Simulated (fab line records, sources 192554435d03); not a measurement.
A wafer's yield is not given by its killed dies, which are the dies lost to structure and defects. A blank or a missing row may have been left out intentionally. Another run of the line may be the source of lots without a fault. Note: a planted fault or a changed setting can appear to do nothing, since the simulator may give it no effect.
A struck lot beside a sound one | flow n5-finfet | 41 out of 1938 route steps
Sound: the wafers L931.1, L931.2, L931.6. The struck wafers were L945.3, L945.5. The cause comes at the end.
For every step that has rows: the tool of each side, followed by ch and its chambers, followed by its first start. Under that, the readings that differ: sound wafers | struck wafers | difference of the means | sigmas: that difference in standard deviations of wafers without a fault.
alike: readings whose means differ by less than 2 such deviations, and words and numbers that are the same on both sides. not compared: withheld readings, readings that some wafer has no value for, bounds like >300 that may hide the same value, and numbers for which the record gives no deviation and whose values overlap.
A row with sigmas, a row that says differs or no value, or rows on one side alone: a step with any of these is where the two part. When numbers do not overlap yet have no deviation, they are printed without sigmas and do not part them. A reading that every wafer of one side lacks parts them only if that side has two wafers or more.

first, 12 steps without rows for these wafers: N5_SD_EPI_N_STRIP_36 (strips in N2/H2); N5_SD_EPI_N_ETCHBACK_44 (etches SiNx in CH3F/O2, stops on SiO2, target depth 14.5 nm); N5_SD_EPI_N_ETCH_45 (etches SiOCN in CH3F/O2, target depth 6 nm); N5_SD_EPI_N_ETCH_16 (etches SiO2 in CHF3/O2, target depth 5 nm); N5_SD_EPI_N_STRIP_47 (strips in CHF3/O2); N5_SD_EPI_N_SD_RECESS_17 (chemistry HBr/Cl2/O2, target depth 41 nm, time 23.7 s, bt time 3 s); N5_SD_EPI_N_STRIP_38 (strips in N2/H2); N5_SD_EPI_N_WET_ETCH_43 (etches SiO2 in dHF, time 14 s, target depth 1.5 nm); N5_SD_EPI_N_STRIP_18 (strips in SPM, time 750 s); N5_SD_EPI_N_SRD_20 (time 30 s); N5_SD_EPI_N_PRECLEAN_48 (cleans in NF3:NH3, afs cycles 2, time 20 s, sublimation time 60 s); N5_SD_EPI_N_VAPOR_ETCH_50 (etches Si in HCl, time 54 s).
N5_SD_EPI_N_EPI_21: deposits Si:P, time 690 s.
  sound on epi-rpcvd-03 ch 0, day 3 03:47; struck on epi-rpcvd-03 ch 0, day 6 18:07
  reading                                   | sound       | struck        | difference | sigmas
  epi-growth-time-s (s)                     | 690 690 690 | 728.41 728.41 | +38.41     |
  model.Si-P_of_SD_EPI_N_EPI_21.thk-nm (nm) | 59.2 58 59  | 62.2 61.6     | +3.2       |
then, 24 steps without rows for these wafers: N5_SD_EPI_N_PRECLEAN_24 (cleans in O3/DIW, time 60 s); N5_SD_EPI_N_SRD_25 (time 30 s); N5_SD_EPI_N_PRECLEAN_49 (cleans in NF3:NH3, afs cycles 1, time 20 s, sublimation time 60 s); N5_SD_EPI_N_LINER_46 (material SiNx, target thk 3 nm); N5_SD_EPI_P_COAT_34 (time 60 s, resist thk 350 nm); N5_SD_EPI_P_COAT_35 (time 60 s, resist thk 35 nm); N5_SD_EPI_P_COAT_03 (resist thk 150 nm); N5_SD_EPI_P_EBR_05; N5_SD_EPI_P_SOFTBAKE_04 (time 60 s); N5_SD_EPI_P_EXPOSE_06 (exposes mask SD P BLK, target cd 240 nm); N5_SD_EPI_P_PEB_07 (peb time 60 s); N5_SD_EPI_P_DEVELOP_08 (develop time 30 s); N5_SD_EPI_P_DESCUM_14 (chemistry O2, time 7.9 s); N5_SD_EPI_P_ETCH_36 (etches SiARC in CF4, target depth 45.5 nm, time 75.8 s); N5_SD_EPI_P_ETCH_37 (etches SOC in N2/H2, overetch 108 nm, time 486 s); N5_SD_EPI_P_STRIP_38 (strips in N2/H2); N5_SD_EPI_P_ETCHBACK_46 (etches SiNx in CH3F/O2, stops on SiO2, target depth 17.5 nm); N5_SD_EPI_P_ETCH_47 (etches SiOCN in CH3F/O2, target depth 25 nm); N5_SD_EPI_P_ETCH_16 (etches SiO2 in CHF3/O2, target depth 5 nm); N5_SD_EPI_P_STRIP_50 (strips in CHF3/O2); N5_SD_EPI_P_SD_RECESS_17 (chemistry HBr/Cl2/O2, target depth 39.1 nm, bt time 3 s); N5_SD_EPI_P_WET_ETCH_45 (etches SiO2 in dHF, time 10.7 s, target depth 2 nm, rinse time 30 s); N5_SD_EPI_P_STRIP_40 (strips in N2/H2); N5_SD_EPI_P_PRECLEAN_52 (cleans in O3/DIW, time 60 s).
N5_SD_ACTIVATION_RS_MEAS_03: measures by four-point-probe.
  sound on film-metro-02 at day 3 10:44; struck on film-metro-01 at day 7 00:46
  reading          | sound             | struck      | difference | sigmas
  RS_SD_N (ohm/sq) | 22.00 22.46 22.15 | 20.59 21.27 | -1.27      | -5
  RS_SD_P (ohm/sq) | 57.1 56.3 57.1    | 54.4 55.6   | -1.8       | -2
N5_MOL_CONTACT_COAG_ETCH_15: etches SiNx in CH3F/O2, stops on Si:P, target depth 7 nm.
  sound on rie-diel-05 ch 0,2,3, day 4 17:46; struck on rie-diel-02 ch 3, day 8 06:52
  reading                                   | sound          | struck    | difference | sigmas
  model.Si-P_of_SD_EPI_N_EPI_21.thk-nm (nm) | 58.4 57.2 58.2 | 61.2 60.6 | +3.0       |
  alike: O2_flow_sccm, drypump-motor-current-A, oes-product-au, rf-vpp-V, showerhead-plenum-p-Torr, throttle-valve-pct
  not compared: rf-hours-counter-h
-- record jumps: 3 days separate the struck wafers' starts on either side; left off in module MOL_CONTACT_COAG, taken up again in module BEOL_M4, whose first shown step is the route's number 1111 --
N5_BEOL_M4_RC_MEAS_101:
  sound on prober-01 ch 0, day 7 18:26; struck on prober-01 ch 0, day 11 09:17
  reading          | sound          | struck    | difference | sigmas
  DIBL_N (mV/V)    | 38.6 35.3 37.9 | 30.6 29.9 | -7.0       | -3
  IOFF_N (nA/um)   | 0.19 0.13 0.20 | 0.08 0.07 | -0.10      | -2
  IOFF_P (nA/um)   | 0.26 0.20 0.28 | 0.16 0.13 | -0.10      | -2
  ION_N (uA/um)    | 691 648 690    | 648 634   | -35        | -2
  RS_SD_N (ohm/sq) | 28.2 28.9 28.3 | 27.0 27.3 | -1.3       | -4
  SS_N (mV/dec)    | 72.0 71.3 71.3 | 69.9 70.1 | -1.5       | -2
  SS_P (mV/dec)    | 74.0 73.0 74.4 | 71.7 71.2 | -2.3       | -3
  VT_N (mV)        | 247 254 242    | 260 262   | +13        | +3
  alike: DIBL_P, ION_P, VT_P
-- record jumps: 4 days separate the struck wafers' starts on either side; left off in module BEOL_M4, taken up again in module PASSIVATION, whose first shown step is the route's number 1936 --
N5_PASSIVATION_PROBE_49:
  sound on prober-02 at day 12 04:59; struck on prober-02 at day 15 15:31
  reading              | sound | struck | difference | sigmas
  sort_bin_8_speed (%) | 0 0 0 | 0 3.5  | +2         | +4
  alike: defect-limited-yield, killed_at_M0_to_M3, killed_at_M4_up, killed-at-contacts, killed-at-front-end, killed-at-other, killed-dies, killed-open, killed-short, sort_bin_5_function, sort_bin_6_memory, sort-n-pass, sort-yield-pct

== WHERE THEY PART ==
First at N5_SD_ACTIVATION_RS_MEAS_03; last, within this record, at N5_PASSIVATION_PROBE_49.

WHY: whatever the simulator had introduced
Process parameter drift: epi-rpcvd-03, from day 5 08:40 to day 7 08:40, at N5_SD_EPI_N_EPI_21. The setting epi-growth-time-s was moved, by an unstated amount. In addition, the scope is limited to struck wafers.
